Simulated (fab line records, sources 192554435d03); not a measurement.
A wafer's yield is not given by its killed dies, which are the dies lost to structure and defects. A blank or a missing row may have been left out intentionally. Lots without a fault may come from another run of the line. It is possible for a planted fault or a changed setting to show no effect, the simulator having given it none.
8D (eight disciplines) problem report, filled in by code || flow n5-finfet || the parts of the form that need people (team, actions taken, sign-off) are left out

== 1. THE ISSUE ==
Mean of raw-defect-count at N5_BEOL_M9_INSPECT_13: 1002 across 2 wafers in 2 lots; on wafers with no fault it is 366 (standard deviation 81). Measured from the usual mean, that is +7.9 standard deviations.
The step: inspects for defects (brightfield).
First seen on wafer L493.3, day 15 11:13, on defect-inspect-02. At this step, 32 wafers from 11 lots have a number in the record. The rule behind "out" and "out of limits": a value lying over 4 standard deviations away from the usual mean. Any other wafer with a number is counted as sound.

== 2. WHAT IT IS, WHAT IT ISN'T ==
{"question": "which readings at this step", "is": "raw-defect-count", "is not": "-"}
{"question": "which lots", "is": "L492, L493", "is not": "L481, L482, L484, L485, L487, L488, L498, L502, L503"}
{"question": "which wafers of those lots", "is": "L492.3, L493.3", "is not": "L492.4, L492.5, L493.1, L493.2"}
{"question": "read on which gauges", "is": "defect-inspect-02", "is not": "defect-inspect-01"}
{"question": "when", "is": "from day 15 11:13", "is not": "up to then (19 sound wafers); but 11 sound wafers of L492, L498, L502, L503 came after"}

== 3. SUSPECTS, AND WHAT RULES EACH OUT ==
Counting: any tool at a process step up to the reading remains a suspect provided it ran every lot that is out. Sound lots after the first of them don't rule it out here, since some wafers of a struck lot are sound.
- the gauge at N5_BEOL_M9_INSPECT_13 has been ruled out. All the wafers that are out were read on defect-inspect-02, but those of them that N5_PASSIVATION_PROBE_49 has rows for are out there too, on other tools.
- pecvd-01 at N5_BEOL_M8_DEP_56 (deposits SiCN from 3MS/NH3, target thk 10 nm, time 17.5 s): kept. Ran every lot that is out, first one L493 (day 15 08:28); last sound lot up to then L488 (day 14 22:16).
- pecvd-03 at N5_BEOL_M9_ILD_DEP_00 (deposits SiCOH lowk from DEMS/porogen, target thk 308.51 nm, time 58 s): kept. Ran every lot that is out, first one L493 (day 15 08:36); last sound lot up to then L482 (day 12 15:16).
- pvd-sputter-01 at N5_BEOL_M9_HM_DEP_02 (deposits TiN, target thk 20 nm): kept. Ran every lot that is out, first one L493 (day 15 10:40); last sound lot up to then L488 (day 14 23:08).
- Within pecvd-01 at N5_BEOL_M8_DEP_56: the wafers that are out ran in chamber 1; their sound lot-mates ran in chambers 0, 2.
- Within pecvd-03 at N5_BEOL_M9_ILD_DEP_00: the wafers that are out ran in chamber 0; their sound lot-mates ran in chambers 1, 2.
Still standing after the count: pecvd-01 at N5_BEOL_M8_DEP_56, pecvd-03 at N5_BEOL_M9_ILD_DEP_00, pvd-sputter-01 at N5_BEOL_M9_HM_DEP_02.

== 4. THE CAUSE (what the simulator had put in) ==
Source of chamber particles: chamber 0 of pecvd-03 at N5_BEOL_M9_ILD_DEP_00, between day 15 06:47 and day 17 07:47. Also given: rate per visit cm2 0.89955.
After counting, 3 suspects remain, this tool included.

== 5. THE EFFECT CHAIN, in route order ==
Each row: a reading whose mean over the struck wafers that have a number lies more than 3 standard deviations from the usual. Scope: only readings with a usual standard deviation given in the record; hours: median across lots of the time from each lot's start at the first step in this table that gives one to its start at this step; sigmas: change in usual standard deviations.
{"hours": 0, "step": "N5_BEOL_M9_INSPECT_13", "reading": "raw-defect-count", "usual": 366, "on struck wafers": 1002, "change": "+636", "sigmas": "+7.9"}
{"hours": 67, "step": "N5_PASSIVATION_PROBE_49", "reading": "defect-limited-yield", "usual": "91.2 %", "on struck wafers": 81.6, "change": -9.6, "sigmas": -6.0}
{"hours": 67, "step": "N5_PASSIVATION_PROBE_49", "reading": "killed_at_M4_up", "usual": 14, "on struck wafers": 122, "change": "+108", "sigmas": "+22"}
{"hours": 67, "step": "N5_PASSIVATION_PROBE_49", "reading": "killed-dies", "usual": 104, "on struck wafers": 218, "change": "+114", "sigmas": "+6.0"}
{"hours": 67, "step": "N5_PASSIVATION_PROBE_49", "reading": "killed-on-rim", "usual": 13, "on struck wafers": 28, "change": "+15", "sigmas": "+3.6"}
{"hours": 67, "step": "N5_PASSIVATION_PROBE_49", "reading": "sort_bin_5_function", "usual": "5.2 %", "on struck wafers": 12.0, "change": "+6.8", "sigmas": "+6.2"}
{"hours": 67, "step": "N5_PASSIVATION_PROBE_49", "reading": "sort-n-pass", "usual": 1076, "on struck wafers": 962, "change": -114, "sigmas": -6.0}
{"hours": 67, "step": "N5_PASSIVATION_PROBE_49", "reading": "sort-yield-pct", "usual": "91.2 %", "on struck wafers": 81.6, "change": -9.6, "sigmas": -6.0}
The process steps in it:
- N5_PASSIVATION_PROBE_49

== 6. HOW IT WOULD HAVE BEEN CAUGHT EARLIER ==
Counted from the fault's start at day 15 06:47, it took 4 hours until the first out-of-limits reading at a measuring or inspecting step in this record, taken at day 15 11:13.
Tool readings at N5_BEOL_M9_ILD_DEP_00 with a usual standard deviation given in the record: none out on any struck wafer, hence no alarm at a limit of 4 standard deviations on them.
L492, from the lots that are out (2), started N5_BEOL_M9_ILD_DEP_00 on pecvd-03 later than day 15 11:13. A tool hold placed at that time would have kept it from harm.
